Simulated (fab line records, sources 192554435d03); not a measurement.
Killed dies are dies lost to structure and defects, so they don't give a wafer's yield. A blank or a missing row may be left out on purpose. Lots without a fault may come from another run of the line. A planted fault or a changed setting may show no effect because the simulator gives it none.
fab line records | flow n5_finfet
record lots=12 wafers=36 last_day=18
route steps=1938 shown BEOL_M4@1091 BEOL_M5@1112 PASSIVATION@1936
lots that met no fault: from a run of the same line without faults
start_h: hours from the record's first day to the start of the lot's first wafer shown | wait_h: hours since the lot's step before | " the same as in the row above | L1.1+2: a row that stands for several wafers | - no value, or no start given | * or withheld: withheld | < > ~ a bound
route shown NAME@n: a module of which the file shows steps, and the number in the route of the first | usual: mean/standard deviation of fault-free wafers | same: alike in all rows | chamber/n: place in a boat | sites: the reading at each site | _std_site: their standard deviation | _edge_site: outer sites' mean less inner sites' | radius_mm: how far each site lies from the wafer's centre | mask NAME#n: copy n | behind: the tool/chamber that last shaped the wafer | hold: why the lot was held/for how many hours/how that ended | device: the transistor (n, p or np) that didn't switch | end of line: the same wafers' tests at the end of the route | a step without rows: its recipe alone | killed: dies lost to structure and defects at the first sort, not the wafer's yield | map: a wafer's dies, x killed, . not, _ none there
set.NAME: the setting as run; set.NAME@STEP: as run at that earlier step | model.NAME: the simulator's own value behind a step, which no gauge read
steps of the route over a sample of lots; a table a step, a row a wafer
services: from which hour (start_h, from the record's first day; less than 0 if before it) a tool's chamber was out of use, for how many hours, and why
## steps
# step N5_BEOL_M4_ANNEAL_87
# recipe temp_c=400 time_s=240 ambient=vacuum
# usual heater_power_w=818/84
# columns lot.wafer tool chamber start_h wait_h heater_power_w
L241.1 pvd_sputter-02 - 172.45 0.0 900
L241.4 " - " " 957
L241.6 " - " " 812
L240.2 pvd_sputter-02 - 174.53 0.0 843
L240.5 " - " " 923
L240.6 " - " " 959
L242.2 pvd_sputter-03 - 177.48 0.0 854
L242.3 " - " " 895
L242.4 " - " " 772
L247.2 pvd_sputter-01 - 205.15 0.0 587
L247.3 " - " " 771
L247.6 " - " " 772
L250.4 pvd_sputter-01 - 229.08 0.0 824
L250.5 " - " " 820
L250.6 " - " " 793
L254.1 pvd_sputter-03 - 248.85 0.0 875
L254.3 " - " " 871
L254.4 " - " " 749
L256.3 pvd_sputter-03 - 268.63 0.0 847
L256.4 " - " " 750
L256.6 " - " " 761
L258.1 pvd_sputter-03 - 277.03 0.0 847
L258.4 " - " " 876
L258.6 " - " " 884
L257.2 pvd_sputter-03 - 287.52 0.0 768
L257.4 " - " " 851
L257.6 " - " " 874
L260.3 pvd_sputter-01 - 297.62 0.0 778
L260.5 " - " " 814
L260.6 " - " " 605
L261.2 pvd_sputter-01 - 301.96 0.0 593
L261.3 " - " " 765
L261.5 " - " " 818
L262.2 pvd_sputter-01 - 311.09 0.0 775
L262.4 " - " " 822
L262.5 " - " " 785
# step N5_BEOL_M4_ANNEAL_93
# recipe temp_c=400 time_s=240 ambient=vacuum
# usual heater_power_w=821/85
# columns lot.wafer tool chamber start_h wait_h heater_power_w
L241.1 pvd_sputter-02 - 173.11 0.0 909
L241.4 " - " " 926
L241.6 " - " " 847
L240.2 pvd_sputter-02 - 175.19 0.0 825
L240.5 " - " " 923
L240.6 " - " " 949
L242.2 pvd_sputter-03 - 178.14 0.0 876
L242.3 " - " " 867
L242.4 " - " " 762
L247.2 pvd_sputter-01 - 205.81 0.0 605
L247.3 " - " " 772
L247.6 " - " " 763
L250.4 pvd_sputter-01 - 229.74 0.0 824
L250.5 " - " " 801
L250.6 " - " " 768
L254.1 pvd_sputter-03 - 249.51 0.0 863
L254.3 " - " " 872
L254.4 " - " " 778
L256.3 pvd_sputter-03 - 269.29 0.0 868
L256.4 " - " " 767
L256.6 " - " " 750
L258.1 pvd_sputter-03 - 277.69 0.0 872
L258.4 " - " " 890
L258.6 " - " " 872
L257.2 pvd_sputter-03 - 288.18 0.0 769
L257.4 " - " " 894
L257.6 " - " " 888
L260.3 pvd_sputter-01 - 298.28 0.0 787
L260.5 " - " " 843
L260.6 " - " " 583
L261.2 pvd_sputter-01 - 302.62 0.0 587
L261.3 " - " " 773
L261.5 " - " " 824
L262.2 pvd_sputter-01 - 311.75 0.0 777
L262.4 " - " " 820
L262.5 " - " " 787
# step N5_BEOL_M5_ILD_DEP_00
# recipe material=SiCOH_lowk target_thk_a=1406.4 temp_c=300 precursor=DEMS/porogen pressure_torr=5 rf_w=500 time_s=25.9
# usual heater_power_w=333/77 showerhead_plenum_p_Torr=5.745/0.013 susceptor_temp_C=300.02/0.18 throttle_valve_pct=13.5/0.52
# columns lot.wafer tool chamber start_h wait_h heater_power_w showerhead_plenum_p_Torr since_wet_clean_h susceptor_temp_C throttle_valve_pct
L241.1 pecvd-01 0 175.62 0.8 479 5.736 1061 299.92 13.3
L241.4 " 1 " " 361 5.755 - 300.08 14.4
L241.6 " 0 " " 487 5.741 - 299.86 13.5
L240.2 pecvd-03 1 178.19 0.7 253 5.726 1426 300.09 13.4
L240.5 " 2 " " 344 5.742 - 300.03 13.5
L240.6 " 1 " " 257 5.741 - 299.84 13.8
L242.2 pecvd-02 2 180.56 0.7 376 5.734 130 300.08 12.7
L242.3 " 0 " " 375 5.754 313 300.29 13.5
L242.4 " 1 " " 183 5.750 - 300.28 13.5
L247.2 pecvd-01 1 208.30 0.7 379 5.745 1818 304.92 14.1
L247.3 " 2 " " 264 5.745 339 304.52 12.8
L247.6 " 1 " " 377 5.738 - 304.69 14.5
L250.4 pecvd-01 0 232.18 0.4 510 5.743 - 304.94 13.2
L250.5 " 2 " " 253 5.745 - 304.88 13.1
L250.6 " 1 " " 399 5.761 - 304.68 14.3
L254.1 pecvd-03 0 251.93 0.8 296 5.774 775 299.98 14.2
L254.3 " 2 " " 382 5.755 21 300.15 12.6
L254.4 " 1 " " 279 5.731 - 300.20 13.6
L256.3 pecvd-03 1 271.97 0.5 311 5.726 1520 300.17 13.5
L256.4 " 1 " " 247 5.726 - 299.96 13.7
L256.6 " 0 " " 301 5.752 - 300.10 14.2
L258.1 pecvd-01 2 280.41 0.8 298 5.756 412 300.18 13.1
L258.4 " 2 " " 304 5.754 - 300.11 13.1
L258.6 " 0 " " 452 5.732 - 300.02 13.3
L257.2 pecvd-02 0 291.28 0.7 408 5.746 423 300.36 13.8
L257.4 " 0 " " 410 5.748 - 299.73 13.8
L257.6 " 0 " " 408 5.747 - 300.26 13.7
L260.3 pecvd-02 2 300.98 0.5 372 5.744 251 299.96 13.1
L260.5 " 2 " " 370 5.740 - 300.13 13.0
L260.6 " 0 " " 394 5.747 - 299.81 13.8
L261.2 pecvd-03 1 305.31 0.7 268 5.733 1553 300.15 13.5
L261.3 " 1 " " 269 5.722 - 300.10 13.5
L261.5 " 2 " " 366 5.741 - 300.17 12.7
L262.2 pecvd-01 2 314.47 0.7 270 5.742 446 300.08 12.9
L262.4 " 0 " " 472 5.737 - 300.03 13.7
L262.5 " 2 " " 274 5.736 - 300.18 13.2
# step N5_BEOL_M5_PECVD_70
# recipe material=SiO2 target_thk_a=160 temp_c=400 precursor=TEOS/O2 pressure_torr=5.5 rf_w=450 teos_flow_sccm=53.8 gas=O2 flow_sccm=3000 time_s=18
# usual heater_power_w=748/120 showerhead_plenum_p_Torr=8.81/0.041 throttle_valve_pct=21.7/0.82
# columns lot.wafer tool chamber start_h wait_h heater_power_w showerhead_plenum_p_Torr since_wet_clean_h throttle_valve_pct
L241.1 pecvd-03 0 176.23 0.0 740 8.86 699 22.3
L241.4 " 0 " " 747 8.87 - 22.6
L241.6 " 1 " " 729 8.72 - 22.1
L240.2 pecvd-03 1 178.80 0.0 646 8.76 1426 21.9
L240.5 " 1 " " 635 8.74 - 21.9
L240.6 " 2 " " 846 8.85 - 21.2
L242.2 pecvd-03 2 181.17 0.0 797 8.84 2154 21.0
L242.3 " 1 " " 731 8.74 1429 21.8
L242.4 " 0 " " 733 8.83 - 22.6
L247.2 pecvd-02 1 208.91 0.0 510 8.84 1638 21.0
L247.3 " 2 " " 830 8.79 159 20.5
L247.6 " 0 " " 797 8.82 - 21.8
L250.4 pecvd-01 1 233.27 0.1 785 8.84 - 23.2
L250.5 " 2 " " 597 8.83 - 21.2
L250.6 " 0 " " 960 8.77 - 21.5
L254.1 pecvd-02 2 252.54 0.0 795 8.79 202 20.6
L254.3 " 0 " " 819 8.80 385 22.2
L254.4 " 1 " " 510 8.83 - 21.0
L256.3 pecvd-03 0 272.77 0.0 653 8.88 795 22.8
L256.4 " 2 " " 793 8.87 - 20.3
L256.6 " 0 " " 652 8.88 - 23.0
L258.1 pecvd-01 1 281.02 0.0 690 8.86 1891 23.1
L258.4 " 1 " " 686 8.83 - 23.2
L258.6 " 2 " " 676 8.84 - 21.2
L257.2 pecvd-02 0 291.91 0.0 824 8.80 424 21.9
L257.4 " 2 " " 777 8.77 - 20.8
L257.6 " 1 " " 538 8.81 - 21.4
L260.3 pecvd-01 1 301.59 0.0 866 8.82 1912 23.2
L260.5 " 1 " " 868 8.82 - 23.1
L260.6 " 2 " " 653 8.81 - 21.4
L261.2 pecvd-02 1 305.95 0.0 569 8.84 1735 21.3
L261.3 " 2 " " 835 8.79 256 20.7
L261.5 " 1 " " 555 8.84 - 21.3
L262.2 pecvd-03 1 315.08 0.0 603 8.75 1563 21.9
L262.4 " 1 " " 609 8.74 - 21.8
L262.5 " 2 " " 771 8.84 - 20.4
# step N5_PASSIVATION_PROBE_49
# usual defect_limited_yield=91.2/1.6 killed_at_M0_to_M3=34/11 killed_at_M4_up=13/5.2 killed_at_contacts=13/6.3 killed_at_front_end=40/14 killed_at_other=3.2/2.4 killed_dies=104/19 killed_open=69/14 killed_short=32/7.5 sort_bin_4_leakage=0.00/0.04 sort_bin_5_function=5.3/1.1 sort_bin_6_memory=3.2/0.73 sort_bin_8_speed=0.01/0.038 sort_n_pass=1076/19
# same gross_dies=1180 killed_at_back_side=0
# columns lot.wafer tool chamber start_h wait_h defect_limited_yield[%] killed_at_M0_to_M3 killed_at_M4_up killed_at_contacts killed_at_front_end killed_at_other killed_dies killed_open killed_short sort_bin_4_leakage[%] sort_bin_5_function[%] sort_bin_6_memory[%] sort_bin_8_speed[%] sort_n_pass
L242.2 prober-01 - 287.47 0.1 90.9 32 14 17 42 2 107 73 34 0 5.0 3.7 0 1073
L242.3 prober-01 - 287.52 0.1 90.8 43 18 21 26 1 109 79 29 0 5.3 3.7 0 1071
L242.4 prober-01 - 287.57 0.2 91.0 26 13 23 42 2 106 68 38 0 5.3 3.4 0 1074
L247.2 prober-02 - 315.64 0.1 91.1 25 9 16 54 1 105 74 30 0 5.1 3.2 0 1075
L247.3 prober-02 - 315.69 0.1 92.0 37 14 6 32 5 94 66 28 0 4.8 2.8 0 1086
L247.6 prober-02 - 315.84 0.3 92.3 41 5 7 31 7 91 66 23 0 4.3 3.1 0 1089
L250.4 prober-02 - 358.62 0.2 93.1 28 12 7 33 1 81 36 42 0 4.4 2.1 0 1099
L250.5 prober-02 - 358.67 0.2 90.8 27 15 24 40 3 109 77 30 0 5.3 3.6 0.08 1071
L250.6 prober-02 - 358.72 0.3 93.1 22 9 21 30 0 82 56 26 0 4.5 2.2 0 1098
L254.1 prober-02 - 364.49 0.0 89.2 60 16 16 32 4 128 89 37 0 6.1 4.5 0 1052
L254.3 prober-02 - 364.59 0.1 89.3 49 13 14 47 3 126 83 38 0 5.8 4.3 0 1054
L254.4 prober-02 - 364.64 0.2 90.8 44 12 18 31 4 109 65 43 0 5.6 3.3 0 1071
L256.3 prober-01 - 369.46 0.1 91.4 28 17 16 39 2 102 62 37 0 5.3 3.1 0 1078
L256.4 prober-01 - 369.51 0.2 91.4 40 23 15 24 0 102 67 29 0 5.0 3.1 0 1078
L256.6 prober-01 - 369.61 0.3 90.9 39 15 16 32 5 107 61 40 0 5.2 3.5 0 1073
L260.3 prober-02 - 406.53 0.1 90.3 29 18 4 58 6 115 73 36 0 5.0 4.2 0 1065
L260.5 prober-02 - 406.63 0.2 93.9 30 12 3 27 0 72 43 29 0 3.9 2.0 0 1108
L260.6 prober-02 - 406.68 0.3 92.1 30 5 13 41 4 93 59 34 0 4.6 3.0 0 1087
# killed by level:class
L242.2 MOL_CONTACT_COAG:geometric_particle:open=12 BEOL_M2:geometric_particle:open=11 FIN_SAQP:geometric_particle:open=10 FIN_SAQP:geometric_particle:short=7 BEOL_M4:geometric_particle:open=6 BEOL_M0_SAQP:geometric_particle:open=6 STI_FIN_REVEAL:geometric_particle:open=5 MOL_CONTACT_COAG:geometric_particle:short=5
L242.3 MOL_CONTACT_COAG:geometric_particle:open=20 BEOL_M1:geometric_particle:open=12 BEOL_M0_SAQP:geometric_particle:open=12 BEOL_M0_SAQP:geometric_particle:short=8 STI_FIN_REVEAL:geometric_particle:open=5 BEOL_M4:geometric_particle:open=5 BEOL_M2:geometric_particle:open=4 FIN_SAQP:geometric_particle:short=3
L242.4 MOL_CONTACT_COAG:geometric_particle:open=20 FIN_SAQP:geometric_particle:open=8 BEOL_M2:geometric_particle:open=8 FIN_SAQP:geometric_particle:short=8 STI_FIN_REVEAL:geometric_particle:open=6 BEOL_M0_SAQP:geometric_particle:open=6 GATE_CUT:geometric_particle:short=5 STI_FIN_REVEAL:geometric_particle:short=4
L247.2 MOL_CONTACT_COAG:geometric_particle:open=14 FIN_SAQP:geometric_particle:open=13 FIN_SAQP:geometric_particle:short=10 STI_FIN_REVEAL:geometric_particle:open=6 BEOL_M0:geometric_particle:open=6 ILD0:geometric_particle:short=5 GATE_CUT:geometric_particle:short=5 BEOL_M3:geometric_particle:open=5
L247.3 BEOL_M2:geometric_particle:open=12 BEOL_M4:geometric_particle:open=10 DUMMY_GATE:geometric_particle:open=5 GATE_CUT:geometric_particle:short=5 GATE_CUT:geometric_particle:open=5 MOL_CONTACT_COAG:geometric_particle:open=5 BEOL_M0_SAQP:geometric_particle:short=5 BEOL_M0:geometric_particle:open=5
L247.6 BEOL_M1:geometric_particle:open=14 FIN_SAQP:geometric_particle:open=10 BEOL_M0_SAQP:geometric_particle:open=7 BEOL_M2:geometric_particle:open=6 FIN_SAQP:geometric_particle:short=5 DUMMY_GATE:geometric_particle:open=4 MOL_CONTACT_COAG:geometric_particle:open=4 BEOL_M0:geometric_particle:open=4
L250.4 FIN_SAQP:geometric_particle:short=10 BEOL_M0_SAQP:geometric_particle:short=9 STI_FIN_REVEAL:geometric_particle:open=6 MOL_CONTACT_COAG:geometric_particle:open=5 FIN_SAQP:geometric_particle:open=4 GATE_CUT:geometric_particle:short=4 BEOL_M0_SAQP:geometric_particle:open=4 BEOL_M2:geometric_particle:open=4
L250.5 MOL_CONTACT_COAG:geometric_particle:open=18 FIN_SAQP:geometric_particle:open=10 BEOL_M4:geometric_particle:open=7 FIN_SAQP:geometric_particle:short=6 STI_FIN_REVEAL:geometric_particle:open=6 BEOL_M0_SAQP:geometric_particle:open=6 BEOL_M0_SAQP:geometric_particle:short=6 BEOL_M2:geometric_particle:open=6
L250.6 MOL_CONTACT_COAG:geometric_particle:open=19 BEOL_M0_SAQP:geometric_particle:open=10 ILD0:geometric_particle:short=5 BEOL_M0_SAQP:geometric_particle:short=5 STI_FIN_REVEAL:geometric_particle:open=4 DUMMY_GATE:geometric_particle:open=3 ILD0:geometric_particle:open=3 GATE_CUT:geometric_particle:short=3
L254.1 MOL_CONTACT_COAG:geometric_particle:open=14 BEOL_M0_SAQP:geometric_particle:open=12 BEOL_M1:geometric_particle:open=10 BEOL_M2:geometric_particle:open=10 BEOL_M0_SAQP:geometric_particle:short=9 BEOL_M3:geometric_particle:open=9 FIN_SAQP:geometric_particle:open=7 BEOL_M4:geometric_particle:open=7
L254.3 BEOL_M2:geometric_particle:open=14 STI_FIN_REVEAL:geometric_particle:open=12 MOL_CONTACT_COAG:geometric_particle:open=9 BEOL_M0_SAQP:geometric_particle:open=9 FIN_SAQP:geometric_particle:open=8 BEOL_M1:geometric_particle:open=7 FIN_SAQP:geometric_particle:short=6 BEOL_M5:geometric_particle:open=6
L254.4 FIN_SAQP:geometric_particle:short=15 MOL_CONTACT_COAG:geometric_particle:open=14 BEOL_M0_SAQP:geometric_particle:short=13 BEOL_M1:geometric_particle:open=6 BEOL_M2:geometric_particle:open=6 FIN_SAQP:geometric_particle:open=5 BEOL_M3:geometric_particle:open=5 BEOL_M0_SAQP:geometric_particle:open=5
L256.3 MOL_CONTACT_COAG:geometric_particle:open=12 BEOL_M4:geometric_particle:open=8 FIN_SAQP:geometric_particle:short=7 GATE_CUT:geometric_particle:short=7 DUMMY_GATE:geometric_particle:open=6 BEOL_M1:geometric_particle:open=6 BEOL_M5:geometric_particle:open=6 STI_FIN_REVEAL:geometric_particle:open=5
L256.4 BEOL_M2:geometric_particle:open=12 BEOL_M4:geometric_particle:open=11 MOL_CONTACT_COAG:geometric_particle:short=8 BEOL_M3:geometric_particle:open=8 FIN_SAQP:geometric_particle:open=6 MOL_CONTACT_COAG:geometric_particle:open=5 BEOL_M0_SAQP:geometric_particle:open=5 FIN_SAQP:geometric_particle:short=4
L256.6 MOL_CONTACT_COAG:geometric_particle:open=10 STI_FIN_REVEAL:geometric_particle:open=10 BEOL_M0_SAQP:geometric_particle:open=9 BEOL_M0_SAQP:geometric_particle:short=9 BEOL_M2:geometric_particle:short=8 MOL_CONTACT_COAG:geometric_particle:short=6 BEOL_M2:geometric_particle:open=6 GATE_CUT:geometric_particle:short=4
L260.3 FIN_SAQP:geometric_particle:open=15 DUMMY_GATE:geometric_particle:open=12 BEOL_M3:geometric_particle:open=11 FIN_SAQP:geometric_particle:short=9 GATE_CUT:geometric_particle:short=6 MOL_CONTACT_COAG:geometric_particle:open=4 BEOL_M0_SAQP:geometric_particle:short=4 BEOL_M0_SAQP:geometric_particle:open=4
L260.5 BEOL_M3:geometric_particle:open=10 FIN_SAQP:geometric_particle:short=9 BEOL_M3:geometric_particle:short=6 FIN_SAQP:geometric_particle:open=5 BEOL_M0_SAQP:geometric_particle:short=5 STARTING-WAFER:geometric_particle:open=5 BEOL_M1:geometric_particle:open=4 MOL_CONTACT_COAG:geometric_particle:open=3
L260.6 MOL_CONTACT_COAG:geometric_particle:open=13 FIN_SAQP:geometric_particle:open=11 FIN_SAQP:geometric_particle:short=10 BEOL_M3:geometric_particle:open=7 GATE_CUT:geometric_particle:short=5 DUMMY_GATE:geometric_particle:open=4 BEOL_M1:geometric_particle:open=4 BEOL_M2:geometric_particle:open=4
## services
# columns tool chamber start_h hours kind
pecvd-03 2 149.92 5.5 scheduled_down
pecvd-03 2 158.56 2.1 scheduled_down
pecvd-03 - 161.84 1.6 repair
pecvd-03 2 202.38 - clean
pecvd-03 2 202.38 - consumable_replace:showerhead
pecvd-03 2 202.38 29.0 scheduled_down
pecvd-03 2 202.38 29.0 vent_cycle
pecvd-03 0 235.93 5.5 scheduled_down
pecvd-01 - 238.21 2.8 pm
pecvd-02 - 240.84 1.9 repair
pecvd-01 - 243.67 0.6 repair
pecvd-03 0 283.70 23.4 repair
pecvd-02 2 289.50 2.1 scheduled_down
pecvd-02 1 294.98 5.5 scheduled_down
## key
first_sign step=N5_BEOL_M5_ILD_DEP_00 reading=susceptor_temp_C direction=up sigmas=27 usual=* struck=*
effect none on later readings
met_at N5_BEOL_M5_ILD_DEP_00
struck_lots L247,L250
not_acting_at N5_BEOL_M4_ANNEAL_87,N5_BEOL_M4_ANNEAL_93,N5_BEOL_M5_PECVD_70
onset_between 175.62 208.30
fault kind=process_parameter_drift tool=pecvd-01 chamber=- onset_h=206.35 steps=N5_BEOL_M5_ILD_DEP_00 channel=temp_c offset=* shape=step end_h=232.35 acts_in=* stated=*
